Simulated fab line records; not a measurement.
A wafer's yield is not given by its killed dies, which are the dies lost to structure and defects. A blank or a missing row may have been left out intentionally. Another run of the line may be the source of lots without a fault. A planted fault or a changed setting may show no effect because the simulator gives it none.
The tool behind it: which one? :: flow n5_finfet :: Sampling: 9 lots, 27 wafers, 5 of 1938 route steps

== WHAT THE GAUGES SHOWED, per wafer ==
N5_GATE_CUT_OVL_MEAS_14. Usual: GATE_CUT_OVL 0.0 nm, standard deviation 0.72.
lot: L671
measured: day 4 18:04
on: overlay-01
GATE_CUT_OVL (nm): 1.4 0.7 -0.1
flag: 

lot: L674
measured: day 5 11:44
on: overlay-02
GATE_CUT_OVL (nm): 0.5 0.1 -0.1
flag: 

lot: L677
measured: day 6 08:25
on: overlay-02
GATE_CUT_OVL (nm): 0.8 1.2 1.2
flag: 

lot: L683
measured: day 7 18:09
on: overlay-01
GATE_CUT_OVL (nm): 0.6 0.8 0.2
flag: 

lot: L684
measured: day 8 01:47
on: overlay-01
GATE_CUT_OVL (nm): -1.3 -1.4 -1.6
flag: 

lot: L685
measured: day 8 07:28
on: overlay-01
GATE_CUT_OVL (nm): 0.0 0.3 -0.2
flag: 

lot: L687
measured: day 8 20:40
on: overlay-02
GATE_CUT_OVL (nm): 1.4 0.9 0.8
flag: 

lot: L689
measured: day 9 05:44
on: overlay-02
GATE_CUT_OVL (nm): -2.4 -1.5 -1.3
flag: 

lot: L691
measured: day 9 20:13
on: overlay-02
GATE_CUT_OVL (nm): -0.3 0.3 -0.6
flag: 

N5_BEOL_M4_RC_MEAS_101. Usual: DIBL_N 36.0 mV/V, standard deviation 2; DIBL_P 36.2 mV/V, standard deviation 2.2; IOFF_N 0.16 nA/um, standard deviation 0.034; IOFF_P 0.21 nA/um, standard deviation 0.04; ION_N 675 uA/um, standard deviation 12; ION_P 463 uA/um, standard deviation 7.2; SS_N 71.6 mV/dec, standard deviation 0.6; SS_P 73.3 mV/dec, standard deviation 0.67; VT_N 250 mV, standard deviation 3; VT_P -251 mV, standard deviation 3.4.
lot: L671
measured: day 8 10:36
on: prober-01
DIBL_N (mV/V): 38.6 37.0 36.2
DIBL_P (mV/V): 39.1 37.7 36.8
IOFF_N (nA/um): 0.22 0.19 0.18
IOFF_P (nA/um): 0.26 0.24 0.22
ION_N (uA/um): 692 684 683
ION_P (uA/um): 468 467 464
SS_N (mV/dec): 71.6 71.2 71.8
SS_P (mV/dec): 73.7 73.8 73.9
VT_N (mV): 248 246 245
VT_P (mV): -250 -248 -250
flag: 

lot: L674
measured: day 9 06:21
on: prober-02
DIBL_N (mV/V): 35.2 36.7 34.6
DIBL_P (mV/V): 35.2 36.1 35.2
IOFF_N (nA/um): 0.14 0.16 0.13
IOFF_P (nA/um): 0.18 0.18 0.17
ION_N (uA/um): 681 673 665
ION_P (uA/um): 460 455 461
SS_N (mV/dec): 71.1 71.7 70.6
SS_P (mV/dec): 73.5 72.3 72.1
VT_N (mV): 251 251 250
VT_P (mV): -251 -254 -252
flag: 

lot: L677
measured: day 10 01:41
on: prober-01
DIBL_N (mV/V): 38.6 36.6 37.7
DIBL_P (mV/V): 39.9 37.6 38.0
IOFF_N (nA/um): 0.24 0.20 0.22
IOFF_P (nA/um): 0.29 0.25 0.26
ION_N (uA/um): 697 680 693
ION_P (uA/um): 474 462 470
SS_N (mV/dec): 72.4 71.6 72.3
SS_P (mV/dec): 74.3 73.6 73.6
VT_N (mV): 242 245 245
VT_P (mV): -245 -248 -248
flag: 

lot: L683
measured: day 11 09:48
on: prober-01
DIBL_N (mV/V): 37.6 35.4 39.6
DIBL_P (mV/V): 38.4 36.5 41.7
IOFF_N (nA/um): 0.19 0.17 0.26
IOFF_P (nA/um): 0.25 0.22 0.33
ION_N (uA/um): 678 679 688
ION_P (uA/um): 467 470 481
SS_N (mV/dec): 71.1 71.9 72.7
SS_P (mV/dec): 73.8 73.1 74.7
VT_N (mV): 250 249 242
VT_P (mV): -248 -248 -241
flag: 

lot: L684
measured: day 12 04:51
on: prober-02
DIBL_N (mV/V): 34.6 37.4 34.8
DIBL_P (mV/V): 34.6 38.7 35.9
IOFF_N (nA/um): 0.13 0.17 0.13
IOFF_P (nA/um): 0.19 0.25 0.21
ION_N (uA/um): 669 674 665
ION_P (uA/um): 464 462 458
SS_N (mV/dec): 71.6 72.4 72.0
SS_P (mV/dec): 72.6 74.2 73.4
VT_N (mV): 253 249 253
VT_P (mV): -252 -248 -250
flag: 

lot: L685
measured: day 12 04:16
on: prober-01
DIBL_N (mV/V): 35.6 39.0 35.0
DIBL_P (mV/V): 35.2 39.3 34.8
IOFF_N (nA/um): 0.16 0.24 0.16
IOFF_P (nA/um): 0.23 0.31 0.22
ION_N (uA/um): 679 697 673
ION_P (uA/um): 463 477 461
SS_N (mV/dec): 71.4 72.2 71.5
SS_P (mV/dec): 73.3 74.0 73.1
VT_N (mV): 251 246 249
VT_P (mV): -246 -245 -247
flag: 

lot: L687
measured: day 12 15:52
on: prober-02
DIBL_N (mV/V): 34.0 35.0 33.0
DIBL_P (mV/V): 35.0 35.1 33.5
IOFF_N (nA/um): 0.12 0.13 0.11
IOFF_P (nA/um): 0.19 0.19 0.17
ION_N (uA/um): 664 669 653
ION_P (uA/um): 466 453 459
SS_N (mV/dec): 70.8 71.7 70.2
SS_P (mV/dec): 73.1 73.5 72.1
VT_N (mV): 256 253 256
VT_P (mV): -253 -253 -252
flag: 

lot: L689
measured: day 12 11:17
on: prober-02
DIBL_N (mV/V): 35.3 39.6 34.0
DIBL_P (mV/V): 36.7 39.8 33.5
IOFF_N (nA/um): 0.16 0.24 0.14
IOFF_P (nA/um): 0.24 0.31 0.20
ION_N (uA/um): 681 696 660
ION_P (uA/um): 470 475 460
SS_N (mV/dec): 71.8 73.1 71.3
SS_P (mV/dec): 73.5 74.0 72.9
VT_N (mV): 248 248 251
VT_P (mV): -247 -246 -250
flag: 

lot: L691
measured: day 14 02:49
on: prober-02
DIBL_N (mV/V): 36.8 38.6 34.2
DIBL_P (mV/V): 36.9 37.4 32.8
IOFF_N (nA/um): 0.16 0.20 0.13
IOFF_P (nA/um): 0.20 0.21 0.16
ION_N (uA/um): 672 692 664
ION_P (uA/um): 463 465 452
SS_N (mV/dec): 71.1 71.9 71.2
SS_P (mV/dec): 73.5 73.9 71.9
VT_N (mV): 249 247 252
VT_P (mV): -253 -251 -254
flag: 

== EACH LOT AND THE TOOL THAT RAN IT (in order: tool; ch and the chambers of the sampled wafers; start) ==
lot: L671
N5_GATE_CUT_STRIP_42: rie_diel-06 ch 1,2,3, day 4 18:24
N5_GATE_CUT_ETCH_19: rie_diel-06 ch 1,2,3, day 4 18:26
N5_GATE_CUT_CUT_ETCH_54: rie_metal-02 ch 1, day 4 18:37

lot: L674
N5_GATE_CUT_STRIP_42: rie_diel-05 ch 1,2, day 5 12:04
N5_GATE_CUT_ETCH_19: rie_diel-05 ch 1,2, day 5 12:07
N5_GATE_CUT_CUT_ETCH_54: rie_metal-02 ch 0,1, day 5 12:18

lot: L677
N5_GATE_CUT_STRIP_42: rie_diel-06 ch 0,1,3, day 6 08:46
N5_GATE_CUT_ETCH_19: rie_diel-06 ch 0,1,3, day 6 08:48
N5_GATE_CUT_CUT_ETCH_54: rie_metal-02 ch 0,1, day 6 08:58

lot: L683
N5_GATE_CUT_STRIP_42: rie_diel-03 ch 0,2,3, day 7 18:29
N5_GATE_CUT_ETCH_19: rie_diel-03 ch 0,2,3, day 7 18:32
N5_GATE_CUT_CUT_ETCH_54: rie_metal-02 ch 0,1, day 7 18:42

lot: L684
N5_GATE_CUT_STRIP_42: rie_diel-03 ch 0,2,3, day 8 02:10
N5_GATE_CUT_ETCH_19: rie_diel-03 ch 0,2,3, day 8 02:13
N5_GATE_CUT_CUT_ETCH_54: rie_metal-02 ch 0,1, day 8 02:23

lot: L685
N5_GATE_CUT_STRIP_42: rie_diel-03 ch 0,2,3, day 8 07:59
N5_GATE_CUT_ETCH_19: rie_diel-03 ch 0,2,3, day 8 08:01
N5_GATE_CUT_CUT_ETCH_54: rie_metal-01 ch 0,1, day 8 08:13

lot: L687
N5_GATE_CUT_STRIP_42: rie_diel-03 ch 0,1,2, day 8 20:59
N5_GATE_CUT_ETCH_19: rie_diel-03 ch 0,1,2, day 8 21:02
N5_GATE_CUT_CUT_ETCH_54: rie_metal-03 ch 0, day 8 21:11

lot: L689
N5_GATE_CUT_STRIP_42: rie_diel-06 ch 2,3, day 9 06:11
N5_GATE_CUT_ETCH_19: rie_diel-06 ch 2,3, day 9 06:14
N5_GATE_CUT_CUT_ETCH_54: rie_metal-01 ch 0,1, day 9 06:24

lot: L691
N5_GATE_CUT_STRIP_42: rie_diel-05 ch 0,1,2, day 9 20:32
N5_GATE_CUT_ETCH_19: rie_diel-05 ch 0,1,2, day 9 20:35
N5_GATE_CUT_CUT_ETCH_54: rie_metal-01 ch 1, day 9 20:45
- N5_GATE_CUT_STRIP_42: strips in O2.
- N5_GATE_CUT_ETCH_19: etches SiNx in CH3F/O2, target depth 53.7 nm, time 76.7 s.
- N5_GATE_CUT_CUT_ETCH_54: etches TiN in Cl2/BCl3, target depth 96.7 nm.

== WHAT THE TOOLS THEMSELVES READ (means of the sampled wafers that have a number; where no wafer has one, the mark that the record gives instead) ==
N5_GATE_CUT_STRIP_42. Usual: drypump_motor_current_A 5.79 A, standard deviation 0.27; o2_flow_sccm 225.0 sccm, standard deviation 0.62; oes_product_au 0.79 a.u., standard deviation 0.085; rf_vpp_V 3.7 V, standard deviation 0.44; showerhead_plenum_p_Torr 2.12 Torr, standard deviation 0.078; throttle_valve_pct 16.62 %, standard deviation 0.25.
lot: L671
tool: rie_diel-06
drypump_motor_current_A (A): 5.69
o2_flow_sccm (sccm): 225.1
oes_product_au (a.u.): 0.83
rf_vpp_V (V): 3.8
showerhead_plenum_p_Torr (Torr): 2.12
throttle_valve_pct (%): 16.57
flag: 

lot: L674
tool: rie_diel-05
drypump_motor_current_A (A): 6.00
o2_flow_sccm (sccm): 224.9
oes_product_au (a.u.): 0.73
rf_vpp_V (V): 3.6
showerhead_plenum_p_Torr (Torr): 2.06
throttle_valve_pct (%): 16.91
flag: 

lot: L677
tool: rie_diel-06
drypump_motor_current_A (A): 5.79
o2_flow_sccm (sccm): 225.3
oes_product_au (a.u.): 0.80
rf_vpp_V (V): 3.7
showerhead_plenum_p_Torr (Torr): 2.10
throttle_valve_pct (%): 16.55
flag: 

lot: L683
tool: rie_diel-03
drypump_motor_current_A (A): 5.58
o2_flow_sccm (sccm): 225.6
oes_product_au (a.u.): 0.87
rf_vpp_V (V): 3.7
showerhead_plenum_p_Torr (Torr): 2.14
throttle_valve_pct (%): 16.52
flag: 

lot: L684
tool: rie_diel-03
drypump_motor_current_A (A): 5.59
o2_flow_sccm (sccm): 225.0
oes_product_au (a.u.): 0.87
rf_vpp_V (V): 3.3
showerhead_plenum_p_Torr (Torr): 2.14
throttle_valve_pct (%): 16.53
flag: 

lot: L685
tool: rie_diel-03
drypump_motor_current_A (A): 5.60
o2_flow_sccm (sccm): 225.0
oes_product_au (a.u.): 0.87
rf_vpp_V (V): 3.7
showerhead_plenum_p_Torr (Torr): 2.14
throttle_valve_pct (%): 16.52
flag: 

lot: L687
tool: rie_diel-03
drypump_motor_current_A (A): 5.89
o2_flow_sccm (sccm): 224.9
oes_product_au (a.u.): 0.84
rf_vpp_V (V): 3.3
showerhead_plenum_p_Torr (Torr): 2.19
throttle_valve_pct (%): 16.44
flag: 

lot: L689
tool: rie_diel-06
drypump_motor_current_A (A): 5.84
o2_flow_sccm (sccm): 225.3
oes_product_au (a.u.): 0.78
rf_vpp_V (V): 3.5
showerhead_plenum_p_Torr (Torr): 2.08
throttle_valve_pct (%): 16.66
flag: 

lot: L691
tool: rie_diel-05
drypump_motor_current_A (A): 5.86
o2_flow_sccm (sccm): 225.2
oes_product_au (a.u.): 0.78
rf_vpp_V (V): 3.6
showerhead_plenum_p_Torr (Torr): 2.10
throttle_valve_pct (%): 16.71
flag: 

N5_GATE_CUT_ETCH_19. Usual: drypump_motor_current_A 5.79 A, standard deviation 0.27; etch_rf_on_time_s 76.7 s, standard deviation 1.3; oes_product_au 0.67 a.u., standard deviation 0.074; rf_fwd_power_W 390.8 W, standard deviation 1.6; rf_vpp_V 298 V, standard deviation 4.4; showerhead_plenum_p_Torr 2.02 Torr, standard deviation 0.069; throttle_valve_pct 16.30 %, standard deviation 0.25.
lot: L671
tool: rie_diel-06
drypump_motor_current_A (A): 5.70
etch_rf_on_time_s (s): 76.3
oes_product_au (a.u.): 0.70
rf_fwd_power_W (W): 390.9
rf_vpp_V (V): 298
showerhead_plenum_p_Torr (Torr): 2.01
throttle_valve_pct (%): 16.22
flag: 

lot: L674
tool: rie_diel-05
drypump_motor_current_A (A): 5.99
etch_rf_on_time_s (s): 77.4
oes_product_au (a.u.): 0.61
rf_fwd_power_W (W): 390.1
rf_vpp_V (V): 293
showerhead_plenum_p_Torr (Torr): 1.97
throttle_valve_pct (%): 16.62
flag: 

lot: L677
tool: rie_diel-06
drypump_motor_current_A (A): 5.79
etch_rf_on_time_s (s): 76.2
oes_product_au (a.u.): 0.68
rf_fwd_power_W (W): 391.4
rf_vpp_V (V): 294
showerhead_plenum_p_Torr (Torr): 2.01
throttle_valve_pct (%): 16.26
flag: 

lot: L683
tool: rie_diel-03
drypump_motor_current_A (A): 5.60
etch_rf_on_time_s (s): 75.6
oes_product_au (a.u.): 0.75
rf_fwd_power_W (W): 389.9
rf_vpp_V (V): 300
showerhead_plenum_p_Torr (Torr): 2.04
throttle_valve_pct (%): 16.19
flag: 

lot: L684
tool: rie_diel-03
drypump_motor_current_A (A): 5.59
etch_rf_on_time_s (s): 75.6
oes_product_au (a.u.): 0.74
rf_fwd_power_W (W): 390.6
rf_vpp_V (V): 301
showerhead_plenum_p_Torr (Torr): 2.03
throttle_valve_pct (%): 16.18
flag: 

lot: L685
tool: rie_diel-03
drypump_motor_current_A (A): 5.59
etch_rf_on_time_s (s): 75.3
oes_product_au (a.u.): 0.74
rf_fwd_power_W (W): 388.2
rf_vpp_V (V): 300
showerhead_plenum_p_Torr (Torr): 2.03
throttle_valve_pct (%): 16.19
flag: 

lot: L687
tool: rie_diel-03
drypump_motor_current_A (A): 5.90
etch_rf_on_time_s (s): 77.4
oes_product_au (a.u.): 0.71
rf_fwd_power_W (W): 391.8
rf_vpp_V (V): 300
showerhead_plenum_p_Torr (Torr): 2.08
throttle_valve_pct (%): 16.07
flag: 

lot: L689
tool: rie_diel-06
drypump_motor_current_A (A): 5.83
etch_rf_on_time_s (s): 76.0
oes_product_au (a.u.): 0.67
rf_fwd_power_W (W): 391.1
rf_vpp_V (V): 300
showerhead_plenum_p_Torr (Torr): 1.97
throttle_valve_pct (%): 16.31
flag: 

lot: L691
tool: rie_diel-05
drypump_motor_current_A (A): 5.89
etch_rf_on_time_s (s): 77.7
oes_product_au (a.u.): 0.66
rf_fwd_power_W (W): 390.6
rf_vpp_V (V): 297
showerhead_plenum_p_Torr (Torr): 2.01
throttle_valve_pct (%): 16.41
flag: 

N5_GATE_CUT_CUT_ETCH_54. Usual: drypump_motor_current_A 5.9 A, standard deviation 0.31; etch_rf_on_time_s 37.5 s, standard deviation 1; oes_product_au 0.65 a.u., standard deviation 0.11; rf_fwd_power_W 982 W, standard deviation 5.9; throttle_valve_pct 22.29 %, standard deviation 0.18.
lot: L671
tool: rie_metal-02
drypump_motor_current_A (A): 5.9
etch_rf_on_time_s (s): 38.6
oes_product_au (a.u.): 0.55
rf_fwd_power_W (W): 985
throttle_valve_pct (%): 22.55
flag: 

lot: L674
tool: rie_metal-02
drypump_motor_current_A (A): 6.1
etch_rf_on_time_s (s): 38.4
oes_product_au (a.u.): 0.54
rf_fwd_power_W (W): 982
throttle_valve_pct (%): 22.37
flag: 

lot: L677
tool: rie_metal-02
drypump_motor_current_A (A): 6.0
etch_rf_on_time_s (s): 38.3
oes_product_au (a.u.): 0.54
rf_fwd_power_W (W): 986
throttle_valve_pct (%): 22.45
flag: 

lot: L683
tool: rie_metal-02
drypump_motor_current_A (A): 6.0
etch_rf_on_time_s (s): 31.5
oes_product_au (a.u.): 0.61
rf_fwd_power_W (W): 1219
throttle_valve_pct (%): 22.35
flag: OFF

lot: L684
tool: rie_metal-02
drypump_motor_current_A (A): 6.1
etch_rf_on_time_s (s): 31.6
oes_product_au (a.u.): 0.60
rf_fwd_power_W (W): 1219
throttle_valve_pct (%): 22.27
flag: OFF

lot: L685
tool: rie_metal-01
drypump_motor_current_A (A): 6.1
etch_rf_on_time_s (s): 36.6
oes_product_au (a.u.): 0.70
rf_fwd_power_W (W): 987
throttle_valve_pct (%): 22.13
flag: 

lot: L687
tool: rie_metal-03
drypump_motor_current_A (A): 5.4
etch_rf_on_time_s (s): 35.0
oes_product_au (a.u.): 0.84
rf_fwd_power_W (W): 977
throttle_valve_pct (%): 22.32
flag: 

lot: L689
tool: rie_metal-01
drypump_motor_current_A (A): 5.9
etch_rf_on_time_s (s): 36.9
oes_product_au (a.u.): 0.70
rf_fwd_power_W (W): 981
throttle_valve_pct (%): 22.24
flag: 

lot: L691
tool: rie_metal-01
drypump_motor_current_A (A): 5.8
etch_rf_on_time_s (s): 36.9
oes_product_au (a.u.): 0.70
rf_fwd_power_W (W): 973
throttle_valve_pct (%): 22.35
flag: 

== THE ANSWER, worked out from the rows above alone ==
Rule: take the mean of a lot's wafers that have a number; if it is more than 3 standard deviations from the usual mean, the lot is off. A lot without any number at a reading at which 4 lots or more have one is off too. Where the step has rows for the other lots, those lots are counted as sound. Order of review: gauges by route order, followed by the tools' own readings, for which a lot's mean as printed above is used. The first step at which some lot is off is used, and at that step the reading that is off furthest; a lot without a number counts as furthest.
Off: L683, L684 (N5_GATE_CUT_CUT_ETCH_54, rf_fwd_power_W).
If a tool, at that step or one of the process steps before it, ran each lot that is off and ran no sound lot following the first of them, it fits. One fits: rie_metal-02 at N5_GATE_CUT_CUT_ETCH_54. A fault onset in the window from L677 (day 6 08:58, its last sound lot) to L683 (day 7 18:42, its first lot off) fits.
The tool's own readings at N5_GATE_CUT_CUT_ETCH_54 bear it out: on the lots that are off they differ by more than 5 times the standard deviation of the sound lots' means. rf_fwd_power_W reads 1219 W there against 982 W on the sound lots.

== WHAT THE SIMULATOR HAD INSERTED ==
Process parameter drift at N5_GATE_CUT_CUT_ETCH_54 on rie_metal-02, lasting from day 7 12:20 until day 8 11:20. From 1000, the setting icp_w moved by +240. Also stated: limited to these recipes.
Lots struck among those shown: L683, L684. The rule given above showed the same thing.
